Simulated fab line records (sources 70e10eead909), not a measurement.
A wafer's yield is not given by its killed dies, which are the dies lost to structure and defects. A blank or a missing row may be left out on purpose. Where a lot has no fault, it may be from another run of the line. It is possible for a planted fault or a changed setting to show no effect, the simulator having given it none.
fab line records -- flow nandHarc
[record] lots = 13, wafers = 39, lastDay = 33
route steps=1302 shown P_M1@307 THIN_TSV@1264 END@1302
lots untouched by any fault: they come from a run of this same line in which no faults occurred
startH: the number of hours between the record's first day and the start of the first shown wafer of the lot -- waitH: hours elapsed since this lot's preceding step -- " identical to the entry in the row above -- L1.1+2: one row covering several wafers at once -- - either no value or no given start -- * or withheld: withheld -- < > ~ a bound
route shown NAME@n: NAME is a module with steps in the file, n the number in the route of the first one -- usual: average and standard deviation across the fault-free wafers -- same: alike in all rows -- chamber/n: place in a boat -- sites: each site's reading -- _std_site: standard deviation across them -- _edge_site: inner sites' mean taken away from outer sites' mean -- radiusMm: for every site, how far away it sits from the centre of the wafer -- mask NAME#n: copy n -- behind: the most recent tool/chamber to have shaped the wafer -- hold: the reason the lot was held/the length of the hold in hours/how it ended -- device: whichever transistor did not switch (one of n, p or np) -- end of line: the tests these same wafers got at the end of their route -- a step given without rows: its recipe and nothing more -- killed: count of dies lost to structure and defects at first sort (not the wafer's yield) -- map: a wafer's dies, x killed, . not, _ none there
set.NAME: the setting the step ran with; set.NAME@STEP: the setting that earlier step ran with -- model.NAME: the simulator's own value behind a step, which no gauge read
steps of the route over a sample of lots; a table a step, a row a wafer
services: the hour from which a tool's chamber was out of use, counted from the record's first day as startH (under 0 if before that day), plus the number of hours and why
[[steps]]
[step NHARC_P_M1_PVD_20]
[recipe] targetThkA = 50, biasV = 168.6, powerW = 15000, chamberPressurePa = 0.12, timeS = 8.06, substrateTempC = 50, material = TaN
[usual] throttleValvePct = 30.1/1.3
lot.wafer,tool,chamber,startH,waitH,throttleValvePct
L391.4,pvdSputter-02,-,130.26,-,28.6
L391.1,pvdSputter-02,-,130.26,-,28.1
L391.6,pvdSputter-02,-,130.26,-,28.9
L394.2,pvdSputter-03,-,157.35,-,32.4
L394.3,pvdSputter-03,-,157.35,-,30.8
L394.6,pvdSputter-03,-,157.35,-,28.4
L396.2,pvdSputter-01,-,173.02,-,31.1
L396.1,pvdSputter-01,-,173.02,-,28.7
L396.6,pvdSputter-01,-,173.02,-,29.0
L398.3,pvdSputter-02,-,201.18,-,27.9
L398.2,pvdSputter-02,-,201.18,-,28.5
L398.4,pvdSputter-02,-,201.18,-,30.4
L399.3,pvdSputter-01,-,208.10,-,30.9
L399.5,pvdSputter-01,-,208.10,-,31.0
L399.6,pvdSputter-01,-,208.10,-,28.6
L405.4,pvdSputter-02,-,274.37,-,28.3
L405.3,pvdSputter-02,-,274.37,-,28.8
L405.6,pvdSputter-02,-,274.37,-,31.6
L406.3,pvdSputter-01,-,277.84,-,30.6
L406.2,pvdSputter-01,-,277.84,-,30.6
L406.4,pvdSputter-01,-,277.84,-,30.2
L408.2,pvdSputter-03,-,298.18,-,30.7
L408.4,pvdSputter-03,-,298.18,-,28.5
L408.5,pvdSputter-03,-,298.18,-,30.5
L409.4,pvdSputter-02,-,306.40,-,30.7
L409.5,pvdSputter-02,-,306.40,-,28.7
L409.6,pvdSputter-02,-,306.40,-,31.4
L411.2,pvdSputter-03,-,328.11,-,31.2
L411.4,pvdSputter-03,-,328.11,-,32.7
L411.5,pvdSputter-03,-,328.11,-,30.6
L410.4,pvdSputter-03,-,328.80,-,28.3
L410.2,pvdSputter-03,-,328.80,-,30.5
L410.6,pvdSputter-03,-,328.80,-,28.4
L414.1,pvdSputter-02,-,352.16,-,29.0
L414.2,pvdSputter-02,-,352.16,-,28.2
L414.3,pvdSputter-02,-,352.16,-,31.5
L413.3,pvdSputter-01,-,352.96,-,30.2
L413.6,pvdSputter-01,-,352.96,-,29.5
L413.5,pvdSputter-01,-,352.96,-,30.5
[step NHARC_THIN_TSV_CD_MEAS_16]
[usual] cdNm = 1000.5/2.5
lot.wafer,tool,chamber,startH,waitH,cdNm
L391.1,cdSem-02,-,558.57,0.1,996.7
L391.4,cdSem-02,-,558.57,0.1,998.2
L391.6,cdSem-02,-,558.57,0.1,1001.5
L394.2,cdSem-01,-,564.11,0.1,1002.6
L394.3,cdSem-01,-,564.11,0.1,1004.9
L394.6,cdSem-01,-,564.11,0.1,1000.7
L396.1,cdSem-01,-,581.82,0.1,999.1
L396.2,cdSem-01,-,581.82,0.1,997.2
L396.6,cdSem-01,-,581.82,0.1,1000.8
L398.2,cdSem-01,-,615.25,0.1,1001.1
L398.3,cdSem-01,-,615.25,0.1,999.6
L398.4,cdSem-01,-,615.25,0.1,998.2
L399.3,cdSem-01,-,622.96,0.1,996.4
L399.5,cdSem-01,-,622.96,0.1,1000.5
L399.6,cdSem-01,-,622.96,0.1,995.3
L405.3,cdSem-02,-,679.20,0.1,1002.8
L405.4,cdSem-02,-,679.20,0.1,1006.3
L405.6,cdSem-02,-,679.20,0.1,999.2
L406.2,cdSem-03,-,680.35,0.1,996.9
L406.3,cdSem-03,-,680.35,0.1,999.6
L406.4,cdSem-03,-,680.35,0.1,998.5
L408.2,cdSem-01,-,729.99,0.1,1001.4
L408.4,cdSem-01,-,729.99,0.1,998.9
L408.5,cdSem-01,-,729.99,0.1,997.2
L409.4,cdSem-01,-,747.63,0.1,999.3
L409.5,cdSem-01,-,747.63,0.1,1002.4
L409.6,cdSem-01,-,747.63,0.1,1001.9
L410.2,cdSem-02,-,748.56,0.1,1001.9
L410.4,cdSem-02,-,748.56,0.1,998.6
L410.6,cdSem-02,-,748.56,0.1,1001.8
L411.2,cdSem-01,-,749.89,0.1,999.2
L411.4,cdSem-01,-,749.89,0.1,1006.1
L411.5,cdSem-01,-,749.89,0.1,999.9
L414.1,cdSem-02,-,757.80,0.1,999.1
L414.2,cdSem-02,-,757.80,0.1,1001.2
L414.3,cdSem-02,-,757.80,0.1,1000.9
L413.3,cdSem-02,-,759.25,0.1,1000.6
L413.5,cdSem-02,-,759.25,0.1,1002.2
L413.6,cdSem-02,-,759.25,0.1,1004.3
[step NHARC_THIN_TSV_CD_MEAS_33]
[recipe] targetCdNm = 5000, landingEnergyEv = 500
[usual] cdNm = 4999.1/2.1
lot.wafer,tool,chamber,startH,waitH,cdNm
L391.1,cdSem-03,0,563.59,-,5001.7
L391.4,cdSem-03,0,563.59,-,5000.3
L391.6,cdSem-03,0,563.59,-,4994.2
L394.2,cdSem-01,0,569.25,-,5001.8
L394.3,cdSem-01,0,569.25,-,4999.2
L394.6,cdSem-01,0,569.25,-,4998.9
L396.1,cdSem-03,0,586.74,-,5000.5
L396.2,cdSem-03,0,586.74,-,4999.8
L396.6,cdSem-03,0,586.74,-,4999.5
L398.2,cdSem-02,0,620.06,-,5001.7
L398.3,cdSem-02,0,620.06,-,4999.9
L398.4,cdSem-02,0,620.06,-,5001.1
L399.3,cdSem-03,0,627.78,-,4997.5
L399.5,cdSem-03,0,627.78,-,4997.1
L399.6,cdSem-03,0,627.78,-,4998.9
L405.3,cdSem-03,0,684.12,-,4998.0
L405.4,cdSem-03,0,684.12,-,5001.5
L405.6,cdSem-03,0,684.12,-,4998.4
L406.2,cdSem-01,0,685.16,-,4996.8
L406.3,cdSem-01,0,685.16,-,4998.4
L406.4,cdSem-01,0,685.16,-,5001.3
L408.2,cdSem-01,0,734.91,-,4998.6
L408.4,cdSem-01,0,734.91,-,4997.6
L408.5,cdSem-01,0,734.91,-,5000.5
L409.4,cdSem-02,0,752.71,-,4998.9
L409.5,cdSem-02,0,752.71,-,5001.2
L409.6,cdSem-02,0,752.71,-,4999.2
L410.2,cdSem-01,0,753.51,-,5003.0
L410.4,cdSem-01,0,753.51,-,5000.1
L410.6,cdSem-01,0,753.51,-,5003.2
L411.2,cdSem-02,0,754.80,-,4997.2
L411.4,cdSem-02,0,754.80,-,5002.1
L411.5,cdSem-02,0,754.80,-,5001.6
L414.1,cdSem-01,0,762.61,-,4996.8
L414.2,cdSem-01,0,762.61,-,4999.7
L414.3,cdSem-01,0,762.61,-,4997.5
L413.3,cdSem-02,0,764.16,-,4999.4
L413.5,cdSem-02,0,764.16,-,4994.7
L413.6,cdSem-02,0,764.16,-,4999.8
[step NHARC_THIN_TSV_CD_MEAS_37]
[usual] cdNm = 5000/3.5
lot.wafer,tool,chamber,startH,waitH,cdNm
L391.1,cdSem-02,-,565.04,-,4998
L391.4,cdSem-02,-,565.04,-,4999
L391.6,cdSem-02,-,565.04,-,4995
L394.2,cdSem-01,-,570.68,-,5004
L394.3,cdSem-01,-,570.68,-,5004
L394.6,cdSem-01,-,570.68,-,5001
L396.1,cdSem-02,-,588.18,-,5000
L396.2,cdSem-02,-,588.18,-,4997
L396.6,cdSem-02,-,588.18,-,5001
L398.2,cdSem-01,-,621.57,-,5003
L398.3,cdSem-01,-,621.57,-,4999
L398.4,cdSem-01,-,621.57,-,5000
L399.3,cdSem-01,-,629.23,-,4995
L399.5,cdSem-01,-,629.23,-,5000
L399.6,cdSem-01,-,629.23,-,4995
L405.3,cdSem-02,-,685.55,-,5000
L405.4,cdSem-02,-,685.55,-,5007
L405.6,cdSem-02,-,685.55,-,4996
L406.2,cdSem-02,-,686.60,-,4993
L406.3,cdSem-02,-,686.60,-,4998
L406.4,cdSem-02,-,686.60,-,5000
L408.2,cdSem-03,-,736.45,-,4999
L408.4,cdSem-03,-,736.45,-,4997
L408.5,cdSem-03,-,736.45,-,4998
L409.4,cdSem-02,-,754.14,-,4999
L409.5,cdSem-02,-,754.14,-,5004
L409.6,cdSem-02,-,754.14,-,5002
L410.2,cdSem-01,-,754.96,-,5004
L410.4,cdSem-01,-,754.96,-,4997
L410.6,cdSem-01,-,754.96,-,5004
L411.2,cdSem-01,-,756.26,-,4995
L411.4,cdSem-01,-,756.26,-,5009
L411.5,cdSem-01,-,756.26,-,5000
L414.1,cdSem-01,-,764.05,-,4994
L414.2,cdSem-01,-,764.05,-,5001
L414.3,cdSem-01,-,764.05,-,4997
L413.3,cdSem-03,-,765.59,-,5000
L413.5,cdSem-03,-,765.59,-,4997
L413.6,cdSem-03,-,765.59,-,5004
[step NHARC_END_SORT_01]
[recipe] tempC = 25
[usual] defectLimitedYield = 92.7/2.6, killedAtArray = 45/18, killedAtOther = 0.9/1.3, killedAtPeriphery = 3.7/2.2, killedDies = 50/18, killedOpen = 3.2/1.9, killedShort = 2.4/1.6, sort_bin_2_pct = 2.5/1.1, sort_bin_3_pct = 0.6/0.36, sort_bin_4_pct = 4.3/1.5, sortNPass = 627/18, sortRimYieldPct = 92/4.3, sortYieldPct = 92.7/2.6
[same] grossDies = 677, sort_bin_5_pct[%] = 0, sort_bin_6_pct[%] = 0, sort_bin_7_pct[%] = 0, sort_bin_8_pct[%] = 0, sortRimNGross = 106.00
lot.wafer,tool,chamber,startH,waitH,defectLimitedYield[%],killedAtArray,killedAtOther,killedAtPeriphery,killedDies,killedOpen,killedShort,sort_bin_2_pct[%],sort_bin_3_pct[%],sort_bin_4_pct[%],sortNPass,sortRimYieldPct[%],sortYieldPct[%]
L398.2,prober-01,0,630.01,2.8,87.9,78,0,4,82,3,6,4.3,1.5,6.4,595,86,87.9
L398.3,prober-01,0,630.81,3.1,88.9,74,1,0,75,4,1,4.9,0.7,5.5,602,89,88.9
L398.4,prober-01,0,631.61,3.4,87.9,80,0,2,82,3,2,4.3,1.9,5.9,595,89,87.9
L406.2,prober-01,0,701.34,2.8,90.5,57,2,5,64,3,2,2.4,0.7,6.4,613,92,90.5
L406.3,prober-01,0,702.14,3.1,82.1,52,1,68,121,4,2,7.4,3.7,6.8,556,88,82.1
L406.4,prober-01,0,702.94,3.4,92.0,52,0,2,54,5,3,2.2,0.9,4.9,623,86,92.0
L408.2,prober-02,0,745.03,2.8,91.3,52,0,7,59,3,4,2.2,1.0,5.5,618,95,91.3
L408.4,prober-02,0,746.65,3.4,93.1,43,0,4,47,4,2,3.0,0.6,3.4,630,99,93.1
L408.5,prober-02,0,747.46,3.7,95.7,24,1,4,29,0,2,2.1,0.3,1.9,648,91,95.7
L411.2,prober-01,0,763.07,2.8,96.6,19,1,3,23,2,3,1.3,0.1,1.9,654,96,96.6
L411.4,prober-01,0,764.69,3.4,96.5,21,1,2,24,2,2,1.0,0.3,2.2,653,98,96.5
L411.5,prober-01,0,765.49,3.7,95.7,24,2,3,29,4,4,1.0,0.4,2.8,648,94,95.7
L410.2,prober-02,0,766.83,2.8,90.1,63,3,1,67,2,0,3.5,1.3,5.0,610,98,90.1
L410.4,prober-02,0,768.42,3.4,91.6,51,1,5,57,4,3,2.7,1.2,4.6,620,92,91.6
L410.6,prober-02,0,770.00,4.0,90.5,61,1,2,64,5,2,2.7,0.3,6.5,613,92,90.5
L414.1,prober-02,0,773.75,2.5,88.6,72,0,5,77,3,2,4.3,0.7,6.4,600,92,88.6
L414.2,prober-02,0,774.57,2.8,92.2,49,1,3,53,2,1,2.7,0.9,4.3,624,89,92.2
L414.3,prober-02,0,775.39,3.1,88.3,75,0,4,79,3,4,4.1,0.9,6.6,598,89,88.3
// killed by level:class
L398.2 A_SLIT:chamberFilmFlake=28 A_CHANNEL_HOLE_D2:chamberFilmFlake=16 A_CHANNEL_HOLE_D1:chamberFilmFlake=12 A_STAIRCASE:chamberFilmFlake=4 A_WL_FILL:chamberFilmFlake=4 A_CONTACT:chamberFilmFlake=3 P_M0:geometricParticle:open=2 A_M0:geometricParticle:short=2
L398.3 A_SLIT:chamberFilmFlake=38 A_CHANNEL_HOLE_D1:chamberFilmFlake=12 A_CHANNEL_HOLE_D2:chamberFilmFlake=11 A_STAIRCASE:chamberFilmFlake=4 A_M0:geometricParticle:open=3 A_SGD_CUT:chamberFilmFlake=2 A_WL_FILL:geometricParticle:short=1 STARTING-WAFER:geometricParticle:open=1
L398.4 A_CHANNEL_HOLE_D2:chamberFilmFlake=33 A_SLIT:chamberFilmFlake=20 A_CHANNEL_HOLE_D1:chamberFilmFlake=15 A_DECK1_JOINT:chamberFilmFlake=3 P_CONTACT:geometricParticle:open=2 A_CONTACT:chamberFilmFlake=2 A_ONON_D1:geometricParticle:short=1 A_CHANNEL_FILL_D1:geometricParticle:short=1
L406.2 A_CHANNEL_HOLE_D2:chamberFilmFlake=19 A_CHANNEL_HOLE_D1:chamberFilmFlake=16 A_STAIRCASE:chamberFilmFlake=10 A_WL_FILL:chamberFilmFlake=4 A_CONTACT:chamberFilmFlake=4 P_GATE:chamberFilmFlake=2 P_CONTACT:geometricParticle:open=1 P_M0:geometricParticle:open=1
L406.3 P_M1:unspecified=67 A_CHANNEL_HOLE_D2:chamberFilmFlake=21 A_CHANNEL_HOLE_D1:chamberFilmFlake=17 A_STAIRCASE:chamberFilmFlake=3 A_CONTACT:chamberFilmFlake=3 A_CHANNEL_HOLE_D1:geometricParticle:open=1 A_ONON_D2:geometricParticle:open=1 A_CHANNEL_HOLE_D2:geometricParticle:open=1
L406.4 A_CHANNEL_HOLE_D1:chamberFilmFlake=16 A_CHANNEL_HOLE_D2:chamberFilmFlake=10 A_CONTACT:chamberFilmFlake=8 A_STAIRCASE:chamberFilmFlake=4 A_DECK1_JOINT:geometricParticle:open=2 A_DECK1_JOINT:chamberFilmFlake=2 A_SGD_CUT:chamberFilmFlake=2 A_WL_FILL:chamberFilmFlake=2
L408.2 A_CHANNEL_HOLE_D1:chamberFilmFlake=34 A_CONTACT:chamberFilmFlake=8 P_STI:chamberFilmFlake=2 A_SLIT:chamberFilmFlake=2 A_STAIRCASE:chamberFilmFlake=2 A_WL_FILL:chamberFilmFlake=2 P_STI:geometricParticle:open=1 P_GATE:geometricParticle:short=1
L408.4 A_CHANNEL_HOLE_D1:chamberFilmFlake=28 A_CONTACT:chamberFilmFlake=4 P_STI:chamberFilmFlake=2 A_CHANNEL_FILL_D2:chamberFilmFlake=2 P_CONTACT:geometricParticle:open=1 A_SOURCE_PLATE:geometricParticle:short=1 A_SOURCE_PLATE:geometricParticle:open=1 A_CHANNEL_FILL_D1:geometricParticle:open=1
L408.5 A_CHANNEL_HOLE_D1:chamberFilmFlake=10 A_CONTACT:chamberFilmFlake=8 A_SLIT:chamberFilmFlake=3 P_STI:chamberFilmFlake=2 A_WL_FILL:geometricParticle:short=1 STARTING-WAFER:geometricParticle:short=1 P_M2:chamberFilmFlake=1 P_BONDPAD:chamberFilmFlake=1
L411.2 A_SLIT:chamberFilmFlake=7 A_CONTACT:chamberFilmFlake=5 P_M2:geometricParticle:open=2 A_CHANNEL_HOLE_D1:unspecified=2 A_CHANNEL_HOLE_D1:geometricParticle:short=1 A_CHANNEL_FILL_D2:geometricParticle:short=1 A_SGD_CUT:geometricParticle:short=1 P_GATE:chamberFilmFlake=1
L411.4 A_SLIT:chamberFilmFlake=8 A_WL_FILL:chamberFilmFlake=3 A_DECK1_JOINT:chamberFilmFlake=2 A_CHANNEL_HOLE_D2:chamberFilmFlake=2 P_GATE:geometricParticle:open=1 A_CHANNEL_FILL_D1:geometricParticle:short=1 A_CHANNEL_HOLE_D2:geometricParticle:open=1 A_M0:geometricParticle:short=1
L411.5 A_SLIT:chamberFilmFlake=7 A_CHANNEL_HOLE_D1:unspecified=3 A_CHANNEL_HOLE_D2:chamberFilmFlake=3 A_CONTACT:chamberFilmFlake=3 A_CHANNEL_FILL_D1:geometricParticle:short=2 THIN_TSV:chamberFilmFlake=2 P_GATE:geometricParticle:open=1 P_CONTACT:geometricParticle:open=1
L410.2 A_SLIT:chamberFilmFlake=24 A_CHANNEL_HOLE_D2:chamberFilmFlake=16 A_CHANNEL_HOLE_D1:chamberFilmFlake=10 A_CONTACT:chamberFilmFlake=8 THIN_TSV:chamberFilmFlake=3 A_DECK1_JOINT:chamberFilmFlake=2 A_CHANNEL_FILL_D2:geometricParticle:open=1 A_M0:geometricParticle:open=1
L410.4 A_CHANNEL_HOLE_D1:chamberFilmFlake=18 A_SLIT:chamberFilmFlake=16 A_CHANNEL_HOLE_D2:chamberFilmFlake=5 P_GATE:chamberFilmFlake=3 A_CONTACT:chamberFilmFlake=3 P_M0:geometricParticle:short=2 A_M0:chamberFilmFlake=2 A_ONON_D1:geometricParticle:open=1
L410.6 A_CHANNEL_HOLE_D2:chamberFilmFlake=19 A_SLIT:chamberFilmFlake=17 A_CHANNEL_HOLE_D1:chamberFilmFlake=10 A_CONTACT:chamberFilmFlake=5 A_ONON_D2:geometricParticle:short=2 A_DECK1_JOINT:chamberFilmFlake=2 P_CONTACT:geometricParticle:open=1 A_SOURCE_PLATE:geometricParticle:open=1
L414.1 A_SLIT:chamberFilmFlake=29 A_CHANNEL_HOLE_D2:chamberFilmFlake=21 A_CHANNEL_HOLE_D1:chamberFilmFlake=9 A_CONTACT:chamberFilmFlake=7 P_GATE:chamberFilmFlake=3 A_CONTACT:geometricParticle:open=2 A_CHANNEL_HOLE_D2:geometricParticle:short=1 A_WL_FILL:geometricParticle:short=1
L414.2 A_CHANNEL_HOLE_D1:chamberFilmFlake=12 A_SLIT:chamberFilmFlake=12 A_CHANNEL_HOLE_D2:chamberFilmFlake=12 A_CONTACT:chamberFilmFlake=8 A_STAIRCASE:chamberFilmFlake=4 P_M0:geometricParticle:open=2 A_CHANNEL_FILL_D2:geometricParticle:short=1 P_GATE:chamberFilmFlake=1
L414.3 A_CHANNEL_HOLE_D2:chamberFilmFlake=39 A_SLIT:chamberFilmFlake=15 A_CONTACT:chamberFilmFlake=7 A_CHANNEL_HOLE_D1:chamberFilmFlake=6 A_STAIRCASE:chamberFilmFlake=2 P_STI:geometricParticle:short=1 P_GATE:geometricParticle:open=1 A_ONON_D1:geometricParticle:open=1
[[services]]
tool,chamber,startH,hours,kind
pvdSputter-03,-,170.00,10.0,pm
pvdSputter-03,-,207.45,4.8,repair
pvdSputter-01,-,226.00,10.0,pm
pvdSputter-02,-,248.26,4.3,repair
pvdSputter-02,-,283.59,10.0,pm
pvdSputter-03,-,348.00,10.0,pm
[[key]]
[firstSign] step = NHARC_END_SORT_01, reading = killedAtPeriphery, direction = up, sigmas = 29, usual = 3.7, struck = 68
[effect] step = NHARC_END_SORT_01, reading = killedDies, direction = up, sigmas = 4, usual = 50, struck = 121
[moreKillsBornAt] NHARC_P_M1_PVD_20@pvdSputter-01 = 67
metAt NHARC_P_M1_PVD_20
struckLots L406
struckWafers L406.3
[loopTrim] step = NHARC_P_M1_EXPOSE_06, setting = dose, lots = L406
notActingAt NHARC_THIN_TSV_CD_MEAS_16,NHARC_THIN_TSV_CD_MEAS_33,NHARC_THIN_TSV_CD_MEAS_37
onsetBetween 208.10 277.84
[fault] kind = chamberParticleSource, tool = pvdSputter-01, chamber = -, onsetH = 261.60, steps = NHARC_P_M1_PVD_20, ratePerVisitCm2 = 0.85228, endH = 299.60, scope = struckWafersOnly
// loopTrim: a control loop set the setting to another value than it would have without faults
